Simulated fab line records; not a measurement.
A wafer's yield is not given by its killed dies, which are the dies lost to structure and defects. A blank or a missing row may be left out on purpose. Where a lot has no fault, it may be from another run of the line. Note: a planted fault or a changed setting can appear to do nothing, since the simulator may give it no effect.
Lot-split experiment :: flow n5_finfet :: 7 lots, 39 wafers read, on a route of 1938 steps

== ON THE SPLIT ==
At N5_BEOL_M9_VIA_ETCH_34 (etches SiCOH lowk in C4F6/O2, target depth 182.4 nm, time 68.4 s), the setting target_depth_a was moved away from the recipe's 1824 angstrom on 18 of the 39 wafers read, by -44.0% to +53.3%. All remaining wafers had this setting at the recipe value.

Reading taken at the split's own step.

== THE READING ==
SOC_of_BEOL_M9_COAT_63.thk_nm (the simulator's own value, which no gauge read), in nm, at N5_BEOL_M9_VIA_ETCH_34 (etches SiCOH lowk in C4F6/O2, target depth 182.4 nm, time 68.4 s). There is no usual value for it anywhere in the file. The 21 wafers here that ran the recipe average 51.1 nm, standard deviation 0.32 nm.

wafer: L074.1
tool, chamber at the split: rie_diel-01, 2
target_depth_a as run, angstrom: 1824
against the recipe: recipe
SOC_of_BEOL_M9_COAT_63.thk_nm, nm: 51.4
against lot-mates on the recipe: -

wafer: L074.2
tool, chamber at the split: rie_diel-01, 3
target_depth_a as run, angstrom: 1824
against the recipe: recipe
SOC_of_BEOL_M9_COAT_63.thk_nm, nm: 51.6
against lot-mates on the recipe: -

wafer: L074.3
tool, chamber at the split: rie_diel-01, 1
target_depth_a as run, angstrom: 1304
against the recipe: -28.5%
SOC_of_BEOL_M9_COAT_63.thk_nm, nm: 54
against lot-mates on the recipe: +2.5

wafer: L074.4
tool, chamber at the split: rie_diel-01, 0
target_depth_a as run, angstrom: 1304
against the recipe: -28.5%
SOC_of_BEOL_M9_COAT_63.thk_nm, nm: 53.8
against lot-mates on the recipe: +2.3

wafer: L074.5
tool, chamber at the split: rie_diel-01, 1
target_depth_a as run, angstrom: 1824
against the recipe: recipe
SOC_of_BEOL_M9_COAT_63.thk_nm, nm: 51.4
against lot-mates on the recipe: -

wafer: L074.6
tool, chamber at the split: rie_diel-01, 2
target_depth_a as run, angstrom: 1304
against the recipe: -28.5%
SOC_of_BEOL_M9_COAT_63.thk_nm, nm: 53.8
against lot-mates on the recipe: +2.3

wafer: L081.1
tool, chamber at the split: rie_diel-03, 0
target_depth_a as run, angstrom: 1824
against the recipe: recipe
SOC_of_BEOL_M9_COAT_63.thk_nm, nm: 51
against lot-mates on the recipe: -

wafer: L081.2
tool, chamber at the split: rie_diel-03, 3
target_depth_a as run, angstrom: 2797
against the recipe: +53.3%
SOC_of_BEOL_M9_COAT_63.thk_nm, nm: 46.2
against lot-mates on the recipe: -4.9

wafer: L081.3
tool, chamber at the split: rie_diel-03, 2
target_depth_a as run, angstrom: 2797
against the recipe: +53.3%
SOC_of_BEOL_M9_COAT_63.thk_nm, nm: 45.6
against lot-mates on the recipe: -5.5

wafer: L081.4
tool, chamber at the split: rie_diel-03, 1
target_depth_a as run, angstrom: 1824
against the recipe: recipe
SOC_of_BEOL_M9_COAT_63.thk_nm, nm: 51
against lot-mates on the recipe: -

wafer: L081.5
tool, chamber at the split: rie_diel-03, 0
target_depth_a as run, angstrom: 2797
against the recipe: +53.3%
SOC_of_BEOL_M9_COAT_63.thk_nm, nm: 46
against lot-mates on the recipe: -5.1

wafer: L081.6
tool, chamber at the split: rie_diel-03, 1
target_depth_a as run, angstrom: 1824
against the recipe: recipe
SOC_of_BEOL_M9_COAT_63.thk_nm, nm: 51.2
against lot-mates on the recipe: -

wafer: L082.1
tool, chamber at the split: rie_diel-05, 1
target_depth_a as run, angstrom: 1022
against the recipe: -44.0%
SOC_of_BEOL_M9_COAT_63.thk_nm, nm: 55.6
against lot-mates on the recipe: +4.7

wafer: L082.2
tool, chamber at the split: rie_diel-05, 3
target_depth_a as run, angstrom: 1824
against the recipe: recipe
SOC_of_BEOL_M9_COAT_63.thk_nm, nm: 50.8
against lot-mates on the recipe: -

wafer: L082.3
tool, chamber at the split: rie_diel-05, 2
target_depth_a as run, angstrom: 1022
against the recipe: -44.0%
SOC_of_BEOL_M9_COAT_63.thk_nm, nm: 55.4
against lot-mates on the recipe: +4.5

wafer: L082.4
tool, chamber at the split: rie_diel-05, 0
target_depth_a as run, angstrom: 1824
against the recipe: recipe
SOC_of_BEOL_M9_COAT_63.thk_nm, nm: 51.2
against lot-mates on the recipe: -

wafer: L082.5
tool, chamber at the split: rie_diel-05, 3
target_depth_a as run, angstrom: 1824
against the recipe: recipe
SOC_of_BEOL_M9_COAT_63.thk_nm, nm: 50.8
against lot-mates on the recipe: -

wafer: L082.6
tool, chamber at the split: rie_diel-05, 2
target_depth_a as run, angstrom: 1022
against the recipe: -44.0%
SOC_of_BEOL_M9_COAT_63.thk_nm, nm: 55.2
against lot-mates on the recipe: +4.3

wafer: L083.1
tool, chamber at the split: rie_diel-01, 3
target_depth_a as run, angstrom: 1518
against the recipe: -16.8%
SOC_of_BEOL_M9_COAT_63.thk_nm, nm: 53
against lot-mates on the recipe: +1.9

wafer: L083.2
tool, chamber at the split: rie_diel-01, 2
target_depth_a as run, angstrom: 1518
against the recipe: -16.8%
SOC_of_BEOL_M9_COAT_63.thk_nm, nm: 52.8
against lot-mates on the recipe: +1.7

wafer: L083.3
tool, chamber at the split: rie_diel-01, 0
target_depth_a as run, angstrom: 1824
against the recipe: recipe
SOC_of_BEOL_M9_COAT_63.thk_nm, nm: 51
against lot-mates on the recipe: -

wafer: L083.4
tool, chamber at the split: rie_diel-01, 1
target_depth_a as run, angstrom: 1824
against the recipe: recipe
SOC_of_BEOL_M9_COAT_63.thk_nm, nm: 51
against lot-mates on the recipe: -

wafer: L083.5
tool, chamber at the split: rie_diel-01, 1
target_depth_a as run, angstrom: 1518
against the recipe: -16.8%
SOC_of_BEOL_M9_COAT_63.thk_nm, nm: 52.6
against lot-mates on the recipe: +1.5

wafer: L083.6
tool, chamber at the split: rie_diel-01, 2
target_depth_a as run, angstrom: 1824
against the recipe: recipe
SOC_of_BEOL_M9_COAT_63.thk_nm, nm: 51.4
against lot-mates on the recipe: -

wafer: L089.1
tool, chamber at the split: rie_diel-03, 3
target_depth_a as run, angstrom: 1824
against the recipe: recipe
SOC_of_BEOL_M9_COAT_63.thk_nm, nm: 50.6
against lot-mates on the recipe: -

wafer: L089.2
tool, chamber at the split: rie_diel-03, 2
target_depth_a as run, angstrom: 1824
against the recipe: recipe
SOC_of_BEOL_M9_COAT_63.thk_nm, nm: 50.6
against lot-mates on the recipe: -

wafer: L089.3
tool, chamber at the split: rie_diel-03, 1
target_depth_a as run, angstrom: 1824
against the recipe: recipe
SOC_of_BEOL_M9_COAT_63.thk_nm, nm: 51
against lot-mates on the recipe: -

wafer: L091.1
tool, chamber at the split: rie_diel-05, 3
target_depth_a as run, angstrom: 2113
against the recipe: +15.8%
SOC_of_BEOL_M9_COAT_63.thk_nm, nm: 49.2
against lot-mates on the recipe: -2.2

wafer: L091.2
tool, chamber at the split: rie_diel-05, 0
target_depth_a as run, angstrom: 2113
against the recipe: +15.8%
SOC_of_BEOL_M9_COAT_63.thk_nm, nm: 49.2
against lot-mates on the recipe: -2.2

wafer: L091.3
tool, chamber at the split: rie_diel-05, 2
target_depth_a as run, angstrom: 1824
against the recipe: recipe
SOC_of_BEOL_M9_COAT_63.thk_nm, nm: 51.2
against lot-mates on the recipe: -

wafer: L091.4
tool, chamber at the split: rie_diel-05, 1
target_depth_a as run, angstrom: 2113
against the recipe: +15.8%
SOC_of_BEOL_M9_COAT_63.thk_nm, nm: 50.4
against lot-mates on the recipe: -1.0

wafer: L091.5
tool, chamber at the split: rie_diel-05, 2
target_depth_a as run, angstrom: 1824
against the recipe: recipe
SOC_of_BEOL_M9_COAT_63.thk_nm, nm: 51.4
against lot-mates on the recipe: -

wafer: L091.6
tool, chamber at the split: rie_diel-05, 1
target_depth_a as run, angstrom: 1824
against the recipe: recipe
SOC_of_BEOL_M9_COAT_63.thk_nm, nm: 51.6
against lot-mates on the recipe: -

wafer: L095.1
tool, chamber at the split: rie_diel-03, 3
target_depth_a as run, angstrom: 1824
against the recipe: recipe
SOC_of_BEOL_M9_COAT_63.thk_nm, nm: 50.6
against lot-mates on the recipe: -

wafer: L095.2
tool, chamber at the split: rie_diel-03, 1
target_depth_a as run, angstrom: 1824
against the recipe: recipe
SOC_of_BEOL_M9_COAT_63.thk_nm, nm: 51
against lot-mates on the recipe: -

wafer: L095.3
tool, chamber at the split: rie_diel-03, 0
target_depth_a as run, angstrom: 1413
against the recipe: -22.5%
SOC_of_BEOL_M9_COAT_63.thk_nm, nm: 52.8
against lot-mates on the recipe: +2.1

wafer: L095.4
tool, chamber at the split: rie_diel-03, 1
target_depth_a as run, angstrom: 1413
against the recipe: -22.5%
SOC_of_BEOL_M9_COAT_63.thk_nm, nm: 52.8
against lot-mates on the recipe: +2.1

wafer: L095.5
tool, chamber at the split: rie_diel-03, 3
target_depth_a as run, angstrom: 1413
against the recipe: -22.5%
SOC_of_BEOL_M9_COAT_63.thk_nm, nm: 53
against lot-mates on the recipe: +2.3

wafer: L095.6
tool, chamber at the split: rie_diel-03, 0
target_depth_a as run, angstrom: 1824
against the recipe: recipe
SOC_of_BEOL_M9_COAT_63.thk_nm, nm: 50.6
against lot-mates on the recipe: -

FIT RESULTS
A straight line over all 39 wafers: SOC_of_BEOL_M9_COAT_63.thk_nm changes by -0.0961 nm for each +1% of target_depth_a; r = -0.99; the points scatter about the line by 0.33 nm.
The same after taking each lot's own level away (the mean of its wafers on the recipe; 39 wafers): -0.0972 nm for each +1%; r = -0.99; scatter 0.27 nm.
Per that fit: largest target_depth_a move, reading shift of 5.2 nm.
Across the lots, their own levels run from 50.73 to 51.47 nm, a range of 2.3 times the standard deviation given above.
Consequently the slope shifts little with the lot-to-lot level, the two slopes agreeing.
Check: for one of the wafers moved furthest among these (+53.3%), held out of the fit, the line's prediction against its lot-mates is -5.3 nm. Against them it came out at -4.87 nm.

== OTHER SPLITS APPLIED TO THESE WAFERS ==
Other splits were also applied to these wafers ahead of the reading. Each is held against what the fit with the lots' levels taken away leaves over:
other split on the same wafers: N5_PMOS_HMC_CHANNEL_EPI_HM_DEP_34 time_s
wafers away from the commonest value: 12
r with SOC_of_BEOL_M9_COAT_63.thk_nm (lot level and that fit taken away): +0.33

other split on the same wafers: N5_GATE_CUT_DESCUM_18 time_s
wafers away from the commonest value: 12
r with SOC_of_BEOL_M9_COAT_63.thk_nm (lot level and that fit taken away): -0.19

other split on the same wafers: N5_MOL_CONTACT_COAG_ALD_131 ald_cycles
wafers away from the commonest value: 15
r with SOC_of_BEOL_M9_COAT_63.thk_nm (lot level and that fit taken away): -0.10

other split on the same wafers: N5_BEOL_M0_CUTY_ETCH_63 time_s
wafers away from the commonest value: 12
r with SOC_of_BEOL_M9_COAT_63.thk_nm (lot level and that fit taken away): +0.19

other split on the same wafers: N5_BEOL_M8_ETCH_66 target_depth_a
wafers away from the commonest value: 15
r with SOC_of_BEOL_M9_COAT_63.thk_nm (lot level and that fit taken away): -0.19

== THE WHOLE CHAIN: every reading that the file lists as answering this split, in the file's order ==
step: N5_BEOL_M9_VIA_ETCH_34
what it does: etches SiCOH lowk in C4F6/O2, target depth 182.4 nm, time 68.4 s
reading: etch.depth_nm (the simulator's own value, which no gauge read)
change (the file's fit): +1.91 nm for each +1% of the setting
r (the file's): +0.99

step: N5_BEOL_M9_VIA_ETCH_34
what it does: etches SiCOH lowk in C4F6/O2, target depth 182.4 nm, time 68.4 s
reading: SOC_of_BEOL_M9_COAT_63.thk_nm (the simulator's own value, which no gauge read)
change (the file's fit): -0.097 nm for each +1% of the setting
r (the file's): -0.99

== THE FILE'S OWN FIT ==
SOC_of_BEOL_M9_COAT_63.thk_nm changes by -0.097 nm for each +1% of target_depth_a, r = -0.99.
